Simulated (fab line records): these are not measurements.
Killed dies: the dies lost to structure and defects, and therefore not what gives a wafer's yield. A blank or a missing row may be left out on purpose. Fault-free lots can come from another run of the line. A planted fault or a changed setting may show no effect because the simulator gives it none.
What tool caused it? / flow nandHarc / at 1 step of a route of 1302, 12 lots with 36 wafers sampled

== WHAT THE GAUGES READ, wafer by wafer ==
NHARC_P_M0_OVL_MEAS_10: pitch 180 nm.
lot=L075; measured=day 6 11:04; on=overlay-01; overlayXNm (nm)=-0.7 -0.8 -0.2
lot=L077; measured=day 7 10:20; on=overlay-02; overlayXNm (nm)=2.1 1.9 1.6
lot=L079; measured=day 8 03:07; on=overlay-01; overlayXNm (nm)=0.0 -0.4 0.2
lot=L081; measured=day 8 23:55; on=overlay-01; overlayXNm (nm)=0.3 -0.2 -0.1
lot=L083; measured=day 9 15:32; on=overlay-01; overlayXNm (nm)=-0.6 0.3 0.6
lot=L085; measured=day 10 15:19; on=overlay-02; overlayXNm (nm)=1.4 2.1 1.4
lot=L087; measured=day 11 07:33; on=overlay-01; overlayXNm (nm)=-1.3 -1.3 -1.3
lot=L088; measured=day 12 13:09; on=overlay-01; overlayXNm (nm)=-0.2 0.4 0.1
lot=L090; measured=day 13 08:21; on=overlay-02; overlayXNm (nm)=-0.6 -0.6 -0.4
lot=L094; measured=day 14 11:21; on=overlay-02; overlayXNm (nm)=0.2 0.0 0.7
lot=L093; measured=day 14 17:25; on=overlay-01; overlayXNm (nm)=-0.8 -0.7 -1.1
lot=L097; measured=day 15 13:55; on=overlay-02; overlayXNm (nm)=0.9 0.6 0.7

== WHAT TOOL EACH LOT RAN ON (gives the tool, then ch and the chambers of the sampled wafers, and finally the start) ==
There is no process step in the record ahead of these readings.

== THE ANSWER, worked out from the rows above alone ==
Rule: the lots themselves supply what counts as usual. Put in order of their means at a reading, lots are off if they are a third of the lots or fewer, leave a main group of 4 or more, and stand apart from it by a gap of 3 or more times the standard deviation of the main group's means; of several such gaps the widest counts. A main group whose means are all the same, to the digits that the tables above print for the reading, isn't used. A lot without any number at a reading at which 4 lots or more have one is off too. The other lots that the step has rows for count as sound.
Across all readings shown, no lot is off: no conclusion can be drawn from this.

== WHAT THE SIMULATOR PUT IN ==
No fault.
